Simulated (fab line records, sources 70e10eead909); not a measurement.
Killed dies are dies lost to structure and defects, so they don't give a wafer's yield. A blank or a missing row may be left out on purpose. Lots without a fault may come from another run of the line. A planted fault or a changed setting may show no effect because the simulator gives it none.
Chamber matching | flow nand_harc | NHARC_P_BONDPAD_DEP_00 on pecvd-04: 3 sister chambers
The step deposits SiCN, target thk 250 nm. 6 wafers are shown with their chamber, then 7 later ones without.

WAFERS WITH THEIR CHAMBER
wafer  | chamber | heater_power_w (W)
L352.6 | 0       | 624
L355.2 | 2       | 593
L355.3 | 1       | 478
L355.5 | 2       | 608
L358.2 | 0       | 556
L358.3 | 1       | 488

WAFERS WITHOUT THEIR CHAMBER
wafer  | heater_power_w (W)
L358.6 | 565
L362.3 | 552
L362.4 | 557
L362.5 | 589
L364.3 | 509
L364.5 | 484
L364.6 | 513

WHICH CHAMBER EACH WENT THROUGH
wafer  | from the rows above          | in truth
L358.6 | can't be placed: 0 or 2 or 1 | 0
L362.3 | can't be placed: 0 or 2 or 1 | 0
L362.4 | can't be placed: 0 or 2 or 1 | 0
L362.5 | can't be placed: 0 or 2      | 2
L364.3 | can't be placed: 1 or 0      | 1
L364.5 | 1                            | 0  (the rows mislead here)
L364.6 | can't be placed: 1 or 0      | 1
Placed correctly: 0 of 7. Can't be placed from these rows: 6 (the true chamber is among the candidates in 6). Placed wrongly: 1.
How it was worked out, from the rows above alone: a wafer's distance from a chamber is the root of the sum, over the readings, of the square of ((its reading less the chamber's mean) divided by the reading's scatter). The wafer belongs to the nearest chamber; if the next one is less than 2 further off, it can't be placed. A chamber's mean is the mean of its shown wafers. The scatter: the root of (the sum of the squares of (reading less its chamber's mean) over the shown wafers, divided by (wafers less chambers)).
